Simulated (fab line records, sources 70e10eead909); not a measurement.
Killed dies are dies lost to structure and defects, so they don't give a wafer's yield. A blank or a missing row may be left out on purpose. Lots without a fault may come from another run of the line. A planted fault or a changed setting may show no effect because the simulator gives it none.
fab line records | flow nand_harc
record lots=6 wafers=18 last_day=26
route steps=1159 shown P_M2@329 P_BONDPAD@351 END@1159
lots that met no fault: from a run of the same line without faults
start_h: hours from the record's first day to the start of the lot's first wafer shown | wait_h: hours since the lot's step before | " the same as in the row above | L1.1+2: a row that stands for several wafers | - no value, or no start given | * or withheld: withheld | < > ~ a bound
route shown NAME@n: a module of which the file shows steps, and the number in the route of the first | usual: mean/standard deviation of fault-free wafers | same: alike in all rows | chamber/n: place in a boat | sites: the reading at each site | _std_site: their standard deviation | _edge_site: outer sites' mean less inner sites' | radius_mm: how far each site lies from the wafer's centre | mask NAME#n: copy n | behind: the tool/chamber that last shaped the wafer | hold: why the lot was held/for how many hours/how that ended | device: the transistor (n, p or np) that didn't switch | end of line: the same wafers' tests at the end of the route | a step without rows: its recipe alone | killed: dies lost to structure and defects at the first sort, not the wafer's yield | map: a wafer's dies, x killed, . not, _ none there
set.NAME: the setting as run; set.NAME@STEP: as run at that earlier step | model.NAME: the simulator's own value behind a step, which no gauge read
lots at some steps of the route; a table a step, a row a wafer
services: from which hour (start_h, from the record's first day; less than 0 if before it) a tool's chamber was out of use, for how many hours, and why
## steps
# step NHARC_P_M2_OVL_MEAS_10
# recipe pitch_nm=340
# usual overlay_x_nm=0.0/0.9 overlay_y_nm=0.0/0.98
# columns lot.wafer tool chamber start_h wait_h overlay_x_nm overlay_y_nm
L412.2 overlay-02 - 145.74 - 0.3 2.3
L412.3 " - " " 0.9 2.6
L412.6 " - " " 1.0 2.1
L413.1 overlay-01 - 153.09 - -0.3 0.1
L413.2 " - " " -0.1 0.7
L413.3 " - " " -0.3 0.0
L414.3 overlay-01 - 166.98 - -0.7 -0.2
L414.5 " - " " -0.8 -0.2
L414.6 " - " " -0.4 -0.7
L417.1 overlay-02 - 177.80 - 0.1 0.8
L417.2 " - " " -0.3 0.6
L417.4 " - " " -0.7 0.5
L424.3 overlay-01 - 225.39 - -1.9 -0.5
L424.4 " - " " -2.0 -0.5
L424.6 " - " " -1.4 -0.7
L426.1 overlay-01 - 231.64 - 1.3 0.9
L426.3 " - " " 0.4 0.4
L426.4 " - " " 0.7 1.1
# step NHARC_P_M2_INSPECT_11
# usual raw_defect_count=3.8/2.1
# columns lot.wafer tool chamber start_h wait_h raw_defect_count
L412.2 defect_inspect-02 - 145.78 0.0 3
L412.3 " - " " 4
L412.6 " - " " 3
L413.1 defect_inspect-02 - 153.13 0.0 8
L413.2 " - " " 4
L413.3 " - " " 3
L414.3 defect_inspect-02 - 167.02 0.0 4
L414.5 " - " " 2
L414.6 " - " " 6
L417.1 defect_inspect-02 - 177.84 0.0 7
L417.2 " - " " 4
L417.4 " - " " 2
L424.3 defect_inspect-02 - 225.43 0.0 4
L424.4 " - " " 2
L424.6 " - " " 2
L426.1 defect_inspect-01 - 231.68 0.0 5
L426.3 " - " " 4
L426.4 " - " " 2
# step NHARC_P_M2_DESCUM_14
# recipe time_s=3 o2_flow_sccm=200 ar_flow_sccm=0 bias_power_w=0 chemistry=O2
# step NHARC_P_M2_ETCH_35
# recipe target_depth_a=400 overetch_a=120 time_s=43.94 ion_energy_ev=200 n2_flow_sccm=150 h2_flow_sccm=150 ar_flow_sccm=0 rf_w=400 bias_w=150 chemistry=N2/H2
# step NHARC_P_M2_ETCH_15
# recipe target_depth_a=1825 time_s=91.2 c4f8_flow_sccm=withheld ar_flow_sccm=400 rf_w=600 bias_w=300 chemistry=C4F8/Ar
# usual bias_w=300.1/0.82 chamber_pressure_mTorr=25.001/0.021 oes_product_au=0.949/0.022 rf_vpp_V=439.9/1.6
# columns lot.wafer tool chamber start_h wait_h bias_w chamber_pressure_mTorr oes_product_au rf_hours_counter_h rf_vpp_V
L412.3 rie_diel-03 3 - - 300.7 24.991 0.933 4 439.8
L412.2 " 0 " " 298.8 24.982 0.930 4 438.2
L412.6 " 3 " " 299.9 25.004 0.934 - 439.2
L413.1 rie_diel-03 1 - - 300.0 25.010 0.983 4 441.7
L413.3 " 2 " " 301.6 24.963 0.963 4 439.9
L413.2 " 3 " " 299.6 24.982 0.964 4 439.1
L414.3 rie_diel-03 1 - - 299.9 25.024 0.940 4 441.8
L414.5 " 0 " " 300.1 24.995 0.931 - 439.1
L414.6 " 1 " " 300.3 25.003 0.922 - 443.0
L417.4 rie_diel-03 0 - - 299.5 25.023 0.917 5 437.6
L417.1 " 1 " " 299.4 24.971 0.922 5 441.4
L417.2 " 2 " " 300.1 25.030 0.922 5 442.9
L424.4 rie_diel-03 2 - - 300.8 24.987 0.977 0 440.8
L424.3 " 3 " " 300.3 24.998 0.982 0 438.8
L424.6 " 0 " " 299.3 24.971 0.957 - 438.5
L426.3 rie_diel-03 3 - - 299.7 25.027 0.988 0 439.4
L426.1 " 1 " " 301.1 25.014 0.978 0 442.1
L426.4 " 2 " " 300.9 24.995 0.976 0 441.0
# step NHARC_P_M2_CD_MEAS_16
# usual cd_nm=169.9/0.62
# columns lot.wafer tool chamber start_h wait_h cd_nm
L412.2 cd_sem-01 - 146.14 - 169.2
L412.3 " - " " 169.1
L412.6 " - " " 169.8
L413.1 cd_sem-01 - 153.49 - 170.5
L413.2 " - " " 170.5
L413.3 " - " " 169.4
L414.3 cd_sem-02 - 167.39 - 168.7
L414.5 " - " " 169.8
L414.6 " - " " 169.9
L417.1 cd_sem-02 - 178.22 - 168.9
L417.2 " - " " 169.3
L417.4 " - " " 169.6
L424.3 cd_sem-02 - 225.79 - 169.8
L424.4 " - " " 170.6
L424.6 " - " " 169.8
L426.1 cd_sem-02 - 232.04 - 170.5
L426.3 " - " " 169.8
L426.4 " - " " 170.8
# step NHARC_P_M2_STRIP_18
# recipe power_w=1000 n2_flow_sccm=150 h2_flow_sccm=150 ar_flow_sccm=0 bias_w=0 chemistry=N2/H2
# step NHARC_P_M2_ETCH_28
# recipe target_depth_a=300 over_etch_frac=0.3 time_s=72.99 ion_energy_ev=150 cf4_flow_sccm=50 n2_flow_sccm=100 ar_flow_sccm=150 rf_w=300 bias_w=100 chemistry=CF4/N2
# step NHARC_P_M2_STRIP_19
# recipe time_s=600 temp_c=30 chemistry=post_etch_residue_remover
# step NHARC_P_M2_DEGAS_29
# recipe temp_c=250 time_s=60
# step NHARC_P_M2_PRE_CLEAN_30
# recipe time_s=30 temp_c=280 gas=H2/He
# step NHARC_P_M2_PVD_20
# recipe target_thk_a=50 bias_v=168.6 power_w=15000 chamber_pressure_pa=0.12 time_s=8.06 substrate_temp_c=50 material=TaN
# usual substrate_temp_c=50.01/0.12 throttle_valve_pct=29.9/0.85
# columns lot.wafer tool chamber start_h wait_h substrate_temp_c throttle_valve_pct
L412.2 pvd_sputter-03 - - - 50.09 31.0
L412.3 " - " " 49.83 28.6
L412.6 " - " " 50.41 30.3
L413.2 pvd_sputter-01 - - - 50.06 30.5
L413.3 " - " " 50.05 28.2
L413.1 " - " " 50.05 30.7
L414.3 pvd_sputter-02 - - - 49.86 30.5
L414.6 " - " " 50.14 30.2
L414.5 " - " " 50.13 29.1
L417.2 pvd_sputter-02 - - - 49.89 30.2
L417.1 " - " " 50.24 29.4
L417.4 " - " " 50.07 30.8
L424.3 pvd_sputter-02 - - - 50.09 30.2
L424.4 " - " " 50.08 28.8
L424.6 " - " " 49.85 30.4
L426.1 pvd_sputter-02 - - - 49.85 30.2
L426.3 " - " " 49.89 29.7
L426.4 " - " " 50.00 28.9
# step NHARC_P_M2_PVD_21
# recipe target_thk_a=300 chamber_pressure_pa=5 power_w=5000 substrate_temp_c=30 time_s=20.49 material=Cu
# usual substrate_temp_c=30.02/0.11 throttle_valve_pct=29.9/0.83
# columns lot.wafer tool chamber start_h wait_h substrate_temp_c throttle_valve_pct
L412.2 pvd_sputter-03 - 147.14 - 29.98 31.0
L412.3 " - " " 30.10 28.9
L412.6 " - " " 29.99 30.3
L413.3 pvd_sputter-01 - 154.43 - 29.81 30.5
L413.2 " - " " 30.08 28.2
L413.1 " - " " 29.88 29.3
L414.3 pvd_sputter-02 - 168.38 - 29.96 30.3
L414.6 " - " " 30.11 30.3
L414.5 " - " " 30.24 29.3
L417.2 pvd_sputter-02 - 179.16 - 30.05 30.3
L417.4 " - " " 30.13 28.8
L417.1 " - " " 30.11 30.7
L424.4 pvd_sputter-02 - 226.75 - 30.22 30.0
L424.3 " - " " 29.98 28.9
L424.6 " - " " 29.99 30.4
L426.4 pvd_sputter-02 - 233.03 - 30.00 28.9
L426.1 " - " " 30.04 30.1
L426.3 " - " " 30.09 30.4
# step NHARC_P_M2_ECD_22
# recipe target_thk_a=4000 bath_temp_c=25 material=Cu
# step NHARC_P_M2_ANNEAL_31
# recipe temp_c=225 time_s=90
# usual wafer_temp_C_max=226.1/0.36
# columns lot.wafer tool chamber start_h wait_h wafer_temp_C_max
L412.2 rtp_anneal-02 0 147.73 0.4 226.7
L412.3 " 0 " " 226.8
L412.6 " 0 " " 226.7
L413.1 rtp_anneal-02 0 154.94 - 226.7
L413.2 " 0 " " 227.0
L413.3 " 0 " " 226.3
L414.3 rtp_anneal-01 0 168.97 0.3 225.8
L414.5 " 0 " " 225.8
L414.6 " 0 " " 225.8
L417.1 rtp_anneal-01 0 179.67 0.3 225.8
L417.2 " 0 " " 226.1
L417.4 " 0 " " 225.9
L424.3 rtp_anneal-01 0 227.75 0.4 226.1
L424.4 " 0 " " 225.7
L424.6 " 0 " " 226.4
L426.1 rtp_anneal-01 0 233.89 - 226.0
L426.3 " 0 " " 225.9
L426.4 " 0 " " 226.0
# step NHARC_P_M2_CMP_23
# recipe t_overpolish_s=20 target_thk_nm=144.3
# usual motor_current_A=11.8/1.2 slurry_filter_dp_kPa=13.50/0.14 time_to_endpoint_s=28.0/2
# columns lot.wafer tool chamber start_h wait_h motor_current_A slurry_filter_dp_kPa time_to_endpoint_s
L412.3 cmp-04 1 148.08 - 13.1 13.45 24.2
L412.2 " 2 " " 12.9 13.51 25.5
L412.6 " 3 " " 10.8 13.52 26.1
L413.1 cmp-01 2 155.32 - 13.5 13.57 29.1
L413.2 " 3 " " 11.7 13.50 28.7
L413.3 " 0 " " 10.1 13.45 29.1
L414.3 cmp-01 2 169.21 - 12.8 13.59 26.5
L414.5 " 2 " " 13.5 13.59 27.1
L414.6 " 3 " " 12.0 13.18 29.4
L417.2 cmp-02 1 180.04 - 10.8 13.50 26.2
L417.4 " 2 " " 9.9 13.22 29.0
L417.1 " 3 " " 12.2 13.49 26.3
L424.4 cmp-04 1 228.03 - 11.9 13.41 28.1
L424.3 " 3 " " 11.1 13.39 29.9
L424.6 " 0 " " 10.5 13.36 27.6
L426.4 cmp-04 3 234.23 - 11.3 13.62 28.2
L426.1 " 1 " " 12.6 13.31 26.4
L426.3 " 2 " " 13.2 13.35 26.5
# step NHARC_P_M2_SRD_25
# step NHARC_P_M2_INSPECT_27
# usual raw_defect_count=295/97
# columns lot.wafer tool chamber start_h wait_h raw_defect_count
L412.2 defect_inspect-01 - 148.52 0.0 322
L412.3 " - " " 205
L412.6 " - " " 275
L413.1 defect_inspect-01 - 155.76 0.0 362
L413.2 " - " " 223
L413.3 " - " " 220
L414.3 defect_inspect-01 - 169.69 0.0 318
L414.5 " - " " 359
L414.6 " - " " 688
L417.1 defect_inspect-02 - 180.49 0.0 223
L417.2 " - " " 271
L417.4 " - " " 213
L424.3 defect_inspect-02 - 228.47 0.0 312
L424.4 " - " " 285
L424.6 " - " " 258
L426.1 defect_inspect-02 - 234.71 0.0 271
L426.3 " - " " 238
L426.4 " - " " 284
# step NHARC_P_M2_PRE_CLEAN_32
# recipe time_s=12 temp_c=370 rf_power_w=300 gas=NH3
# step NHARC_P_M2_DEP_33
# recipe target_thk_a=300 temp_c=370 target_thk_nm=30 pressure_torr=3 flow_sccm=200 rf_w=450 material=SiCN
# step NHARC_P_BONDPAD_DEP_00
# recipe target_thk_a=2500 temp_c=370 target_thk_nm=250 pressure_torr=3 flow_sccm=200 rf_w=450 material=SiCN
# step NHARC_P_BONDPAD_CMP_32
# recipe target_thk_nm=200 material=SiCN
# step NHARC_P_BONDPAD_THK_MEAS_33
# recipe thk_meas_gauge=ellipsometry
# usual thk_nm=199.5/1.4
# columns lot.wafer tool chamber start_h wait_h thk_nm
L412.2 film_metro-02 - 149.73 0.2 199.7
L412.3 " - " " 199.8
L412.6 " - " " 200.2
L413.1 film_metro-01 - 156.99 0.2 197.9
L413.2 " - " " 199.1
L413.3 " - " " 198.6
L414.3 film_metro-02 - 170.91 0.2 199.3
L414.5 " - " " 199.6
L414.6 " - " " 198.8
L417.1 film_metro-01 - 181.98 0.1 198.3
L417.2 " - " " 200.0
L417.4 " - " " 199.0
L424.4 film_metro-01 - 230.71 0.2 201.0
L424.6 " - " " 201.4
L426.1 film_metro-02 - 235.90 0.2 199.1
L426.3 " - " " 195.3
# step NHARC_P_BONDPAD_SRD_34
# step NHARC_P_BONDPAD_DEHYDRATE_01
# recipe temp_c=150 time_s=120
# step NHARC_P_BONDPAD_HMDS_02
# recipe time_s=30
# step NHARC_P_BONDPAD_COAT_36
# recipe temp_c=200 time_s=65
# step NHARC_P_BONDPAD_COAT_03
# recipe spin_rpm=2000 resist_thk_nm=600
# step NHARC_P_BONDPAD_SOFTBAKE_04
# recipe temp_c=125 time_s=70
# step NHARC_P_BONDPAD_EBR_05
# step NHARC_P_BONDPAD_EXPOSE_06
# recipe na=0.55 dose_mj=37.06 mask_id=P_BPAD
# step NHARC_P_BONDPAD_PEB_07
# recipe peb_temp_c=128 peb_time_s=80
# step NHARC_P_BONDPAD_DEVELOP_08
# recipe time_s=50 dev_temp_c=22
# step NHARC_P_BONDPAD_CD_MEAS_09
# recipe target_cd_nm=500 landing_energy_ev=500
# usual cd_nm=500.1/1.4
# columns lot.wafer tool chamber start_h wait_h cd_nm
L412.2 cd_sem-01 0 150.30 - 498.3
L412.3 " 0 " " 499.0
L412.6 " 0 " " 498.7
L413.1 cd_sem-01 0 157.43 - 502.2
L413.2 " 0 " " 500.0
L413.3 " 0 " " 500.9
L414.3 cd_sem-02 0 171.49 - 499.5
L414.5 " 0 " " 499.1
L414.6 " 0 " " 500.7
L417.1 cd_sem-01 0 182.54 - 502.4
L417.2 " 0 " " 502.2
L417.4 " 0 " " 502.9
L424.4 cd_sem-01 0 231.28 - 497.6
L424.6 " 0 " " 498.6
L426.1 cd_sem-03 0 236.34 - 500.5
L426.3 " 0 " " 500.2
# step NHARC_P_BONDPAD_OVL_MEAS_38
# usual overlay_x_nm=1/5.9 overlay_y_nm=0/6.9
# columns lot.wafer tool chamber start_h wait_h overlay_x_nm overlay_y_nm
L412.2 overlay-01 - 150.40 - 3 8
L412.3 " - " " 3 7
L412.6 " - " " 3 8
L413.1 overlay-01 - 157.52 - -4 2
L413.2 " - " " -4 2
L413.3 " - " " -4 2
L414.3 overlay-02 - 171.58 - 1 0
L414.5 " - " " 1 0
L414.6 " - " " 1 0
L417.1 overlay-02 - 182.63 - 4 -5
L417.2 " - " " 4 -5
L417.4 " - " " 4 -4
L424.4 overlay-01 - 231.36 - -5 10
L424.6 " - " " -5 11
L426.1 overlay-01 - 236.43 - -5 3
L426.3 " - " " -5 4
# step NHARC_P_BONDPAD_HARDBAKE_10
# recipe temp_c=118 time_s=65
# step NHARC_P_BONDPAD_DESCUM_11
# recipe time_s=3 o2_flow_sccm=200 ar_flow_sccm=0 bias_power_w=0 chemistry=O2
# usual chamber_pressure_mTorr=60.00/0.055 drypump_motor_current_A=5.46/0.27 oes_product_au=1.000/0.008 rf_vpp_V=57.9/0.87 showerhead_plenum_p_Torr=1.93/0.074 throttle_valve_pct=11.312/0.0082
# columns lot.wafer tool chamber start_h wait_h chamber_pressure_mTorr drypump_motor_current_A oes_product_au rf_hours_counter_h rf_vpp_V showerhead_plenum_p_Torr throttle_valve_pct
L412.3 rie_diel-11 1 150.53 - 59.94 5.67 1.013 49 58.0 1.95 11.311
L412.2 " 2 " " 60.03 5.75 1.011 47 57.3 1.89 11.314
L412.6 " 0 " " 60.12 5.50 1.001 - 56.4 1.81 11.305
L413.1 rie_diel-08 0 157.64 - 59.94 5.31 1.000 3 58.9 1.90 11.302
L413.3 " 2 " " 60.05 5.93 1.003 3 58.1 2.05 11.313
L413.2 " 3 " " 59.99 5.49 0.989 3 56.6 1.98 11.333
L414.3 rie_diel-08 1 171.71 - 60.06 5.15 0.999 4 57.8 1.96 11.305
L414.6 " 0 " " 60.09 5.33 0.998 - 57.8 1.90 11.312
L414.5 " 1 " " 60.03 5.17 1.011 - 57.4 1.96 11.301
L417.4 rie_diel-11 3 182.76 - 59.92 5.73 1.009 56 57.2 1.88 11.315
L417.1 " 0 " " 60.01 5.49 1.011 56 56.8 1.81 11.307
L417.2 " 2 " " 59.98 5.75 1.010 57 57.1 1.88 11.305
L424.4 rie_diel-11 1 231.55 - 59.96 5.67 1.011 12 59.3 1.94 11.308
L424.6 " 0 " " 60.03 5.50 1.013 - 57.0 1.80 11.299
L426.3 rie_diel-09 1 236.55 - 59.96 5.38 0.987 58 57.5 1.77 11.318
L426.1 " 2 " " 60.02 5.27 0.994 60 58.9 1.94 11.302
# step NHARC_P_BONDPAD_ETCH_37
# recipe target_depth_a=600 overetch_a=180 time_s=65.91 ion_energy_ev=200 n2_flow_sccm=150 h2_flow_sccm=150 ar_flow_sccm=0 rf_w=400 bias_w=150 chemistry=N2/H2
# step NHARC_P_BONDPAD_ETCH_12
# recipe target_depth_a=2000 time_s=100 chf3_flow_sccm=50 o2_flow_sccm=10 ar_flow_sccm=200 rf_w=500 bias_w=200 chemistry=CHF3/O2
# step NHARC_P_BONDPAD_CD_MEAS_13
# usual cd_nm=499.6/1.5
# columns lot.wafer tool chamber start_h wait_h cd_nm
L412.2 cd_sem-03 - 150.85 - 497.2
L412.3 " - " " 498.8
L412.6 " - " " 498.4
L413.1 cd_sem-03 - 157.97 - 502.0
L413.2 " - " " 499.6
L413.3 " - " " 501.2
L414.3 cd_sem-01 - 172.02 - 497.8
L414.5 " - " " 497.9
L414.6 " - " " 499.2
L417.1 cd_sem-03 - 183.23 - 501.7
L417.2 " - " " 502.8
L417.4 " - " " 502.6
L424.4 cd_sem-03 - 231.86 - 496.7
L424.6 " - " " 497.6
L426.1 cd_sem-01 - 236.87 - 500.2
L426.3 " - " " 498.8
# step NHARC_END_SORT_01
# recipe temp_c=25
# usual defect_limited_yield=95.4/1.6 killed_at_array=28/11 killed_at_other=0.9/1.2 killed_at_periphery=2.6/2.1 killed_dies=31/11 killed_open=3.1/1.7 killed_short=1.9/1.3 sort_bin_2_pct=1.5/0.64 sort_bin_3_pct=0.26/0.21 sort_bin_4_pct=2.9/1.1 sort_n_pass=646/11 sort_rim_yield_pct=96.4/2.3 sort_yield_pct=95.4/1.6
# same gross_dies=677 sort_bin_5_pct[%]=0 sort_bin_6_pct[%]=0 sort_bin_7_pct[%]=0 sort_bin_8_pct[%]=0 sort_rim_n_gross=106.00
# columns lot.wafer tool chamber start_h wait_h defect_limited_yield[%] killed_at_array killed_at_other killed_at_periphery killed_dies killed_open killed_short sort_bin_2_pct[%] sort_bin_3_pct[%] sort_bin_4_pct[%] sort_n_pass sort_rim_yield_pct[%] sort_yield_pct[%]
L413.1 prober-01 0 501.30 2.6 95.3 27 0 5 32 1 4 1.2 0.30 3.2 645 96.2 95.3
L413.2 prober-01 0 502.10 2.8 96.0 25 0 2 27 1 5 1.3 0.15 2.5 650 91.5 96.0
L413.3 prober-01 0 502.90 3.1 96.9 19 1 1 21 3 2 1.0 0.44 1.6 656 93.4 96.9
L424.3 prober-01 0 610.92 3.1 0 30 1 646 677 3 4 96.5 0.59 3.0 0 0 0
L426.3 prober-02 0 615.52 3.1 94.2 34 0 5 39 6 1 1.6 0.30 3.8 638 92.5 94.2
L426.4 prober-02 0 616.32 3.4 0 35 0 642 677 3 3 96.5 0.59 3.0 0 0 0
# killed by level:class
L413.1 A_SLIT:chamber_film_flake=8 A_STAIRCASE:chamber_film_flake=7 P_CONTACT:chamber_film_flake=3 A_ZERO_WELL:chamber_film_flake=3 A_CHANNEL_HOLE_D1:chamber_film_flake=2 A_CONTACT:chamber_film_flake=2 P_M2:geometric_particle:short=1 A_SOURCE_PLATE:geometric_particle:open=1
L413.2 A_SLIT:chamber_film_flake=9 A_STAIRCASE:chamber_film_flake=4 A_ZERO_WELL:chamber_film_flake=3 A_CONTACT:chamber_film_flake=3 A_ONON_D1:geometric_particle:short=2 A_M1:geometric_particle:short=2 P_CONTACT:geometric_particle:open=1 A_WL_FILL:geometric_particle:short=1
L413.3 A_SLIT:chamber_film_flake=7 A_CHANNEL_FILL_D1:geometric_particle:short=2 A_CHANNEL_FILL_D1:geometric_particle:open=2 A_ZERO_WELL:chamber_film_flake=2 A_STAIRCASE:chamber_film_flake=2 A_ONON_D1:geometric_particle:open=1 P_CONTACT:chamber_film_flake=1 A_CHANNEL_HOLE_D1:chamber_film_flake=1
L424.3 P_M2:area_pvd=641 A_CHANNEL_HOLE_D1:chamber_film_flake=17 P_M2:chamber_film_flake=5 A_STAIRCASE:chamber_film_flake=3 A_M1:chamber_film_flake=2 A_SOURCE_PLATE:geometric_particle:short=1 A_ONON_D1:geometric_particle:short=1 A_SGD_CUT:geometric_particle:open=1
L426.3 A_CHANNEL_HOLE_D1:chamber_film_flake=22 A_CONTACT:chamber_film_flake=6 P_GATE:chamber_film_flake=2 P_GATE:geometric_particle:open=1 P_CONTACT:geometric_particle:open=1 A_ONON_D1:geometric_particle:short=1 A_ONON_D1:geometric_particle:open=1 A_SGD_CUT:geometric_particle:open=1
L426.4 P_M2:area_pvd=641 A_CHANNEL_HOLE_D1:chamber_film_flake=22 A_CONTACT:chamber_film_flake=6 A_SOURCE_PLATE:geometric_particle:short=1 A_ONON_D1:geometric_particle:open=1 A_ONON_D1:geometric_particle:short=1 A_CHANNEL_FILL_D1:geometric_particle:open=1 A_SGD_CUT:geometric_particle:open=1
# map L424.3 (x killed, . not)
____________x____________
_________xxxxxxx_________
_______xxxxxxxxxxx_______
______xxxxxxxxxxxxx______
_____xxxxxxxxxxxxxxx_____
____xxxxxxxxxxxxxxxxx____
____xxxxxxxxxxxxxxxxx____
___xxxxxxxxxxxxxxxxxxx___
___xxxxxxxxxxxxxxxxxxx___
__xxxxxxxxxxxxxxxxxxxxx__
__xxxxxxxxxxxxxxxxxxxxx__
_xxxxxxxxxxxxxxxxxxxxxxx_
_xxxxxxxxxxxxxxxxxxxxxxx_
_xxxxxxxxxxxxxxxxxxxxxxx_
_xxxxxxxxxxxxxxxxxxxxxxx_
_xxxxxxxxxxxxxxxxxxxxxxx_
xxxxxxxxxxxxxxxxxxxxxxxxx
xxxxxxxxxxxxxxxxxxxxxxxxx
xxxxxxxxxxxxxxxxxxxxxxxxx
xxxxxxxxxxxxxxxxxxxxxxxxx
xxxxxxxxxxxxxxxxxxxxxxxxx
_xxxxxxxxxxxxxxxxxxxxxxx_
_xxxxxxxxxxxxxxxxxxxxxxx_
_xxxxxxxxxxxxxxxxxxxxxxx_
_xxxxxxxxxxxxxxxxxxxxxxx_
_xxxxxxxxxxxxxxxxxxxxxxx_
__xxxxxxxxxxxxxxxxxxxxx__
__xxxxxxxxxxxxxxxxxxxxx__
___xxxxxxxxxxxxxxxxxxx___
___xxxxxxxxxxxxxxxxxxx___
____xxxxxxxxxxxxxxxxx____
____xxxxxxxxxxxxxxxxx____
_____xxxxxxxxxxxxxxx_____
______xxxxxxxxxxxxx______
_______xxxxxxxxxxx_______
_________xxxxxxx_________
____________x____________
# map L426.4 (x killed, . not)
____________x____________
_________xxxxxxx_________
_______xxxxxxxxxxx_______
______xxxxxxxxxxxxx______
_____xxxxxxxxxxxxxxx_____
____xxxxxxxxxxxxxxxxx____
____xxxxxxxxxxxxxxxxx____
___xxxxxxxxxxxxxxxxxxx___
___xxxxxxxxxxxxxxxxxxx___
__xxxxxxxxxxxxxxxxxxxxx__
__xxxxxxxxxxxxxxxxxxxxx__
_xxxxxxxxxxxxxxxxxxxxxxx_
_xxxxxxxxxxxxxxxxxxxxxxx_
_xxxxxxxxxxxxxxxxxxxxxxx_
_xxxxxxxxxxxxxxxxxxxxxxx_
_xxxxxxxxxxxxxxxxxxxxxxx_
xxxxxxxxxxxxxxxxxxxxxxxxx
xxxxxxxxxxxxxxxxxxxxxxxxx
xxxxxxxxxxxxxxxxxxxxxxxxx
xxxxxxxxxxxxxxxxxxxxxxxxx
xxxxxxxxxxxxxxxxxxxxxxxxx
_xxxxxxxxxxxxxxxxxxxxxxx_
_xxxxxxxxxxxxxxxxxxxxxxx_
_xxxxxxxxxxxxxxxxxxxxxxx_
_xxxxxxxxxxxxxxxxxxxxxxx_
_xxxxxxxxxxxxxxxxxxxxxxx_
__xxxxxxxxxxxxxxxxxxxxx__
__xxxxxxxxxxxxxxxxxxxxx__
___xxxxxxxxxxxxxxxxxxx___
___xxxxxxxxxxxxxxxxxxx___
____xxxxxxxxxxxxxxxxx____
____xxxxxxxxxxxxxxxxx____
_____xxxxxxxxxxxxxxx_____
______xxxxxxxxxxxxx______
_______xxxxxxxxxxx_______
_________xxxxxxx_________
____________x____________
## services
# columns tool chamber start_h hours kind
cmp-01 - 122.47 1.8 repair
pvd_sputter-01 - 124.79 1.1 repair
rie_diel-08 - 124.84 9.0 pm
cmp-02 - 128.50 4.0 pm
rie_diel-11 0 136.05 3.2 repair
rie_diel-09 1 136.78 2.4 repair
pvd_sputter-02 - 140.30 20.0 repair
rie_diel-03 0 145.37 - clean
rie_diel-03 1 145.37 - clean
rie_diel-03 2 145.37 - clean
rie_diel-03 3 145.37 - clean
pvd_sputter-01 - 158.00 10.0 pm
rie_diel-08 - 159.65 0.1 repair
rie_diel-03 0 169.87 - clean
rie_diel-03 2 179.62 5.3 repair
cmp-02 - 185.28 1.5 repair
rie_diel-11 - 189.65 9.0 pm
cmp-01 - 198.27 10.9 repair
cmp-04 - 203.00 4.0 pm
pvd_sputter-03 - 204.12 0.7 repair
pvd_sputter-02 - 214.00 10.0 pm
rie_diel-03 - 215.30 9.0 pm
cmp-01 - 217.85 2.2 repair
cmp-02 - 226.50 4.0 pm
## key
first_sign step=NHARC_END_SORT_01 reading=killed_at_periphery direction=up sigmas=99+ usual=2.6 struck=644
effect step=NHARC_END_SORT_01 reading=sort_bin_2_pct direction=up sigmas=99+ usual=1.5 struck=96.5
more_kills_born_at NHARC_P_M2_PVD_21@pvd_sputter-02=1282
met_at NHARC_P_M2_PVD_21
struck_wafers L424.3,L426.4
later_rows_left_out L424.3,L426.4
onset_between 179.16 226.75
fault kind=process_parameter_drift tool=pvd_sputter-02 chamber=- onset_h=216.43 steps=NHARC_P_M2_PVD_21 channel=target_thk_a offset=* shape=step end_h=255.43 acts_in=* stated=* scope=struck_wafers_only
# later_rows_left_out: the simulator's readings of these wafers behind a module that went badly wrong aren't trusted and aren't shown, but for the sort
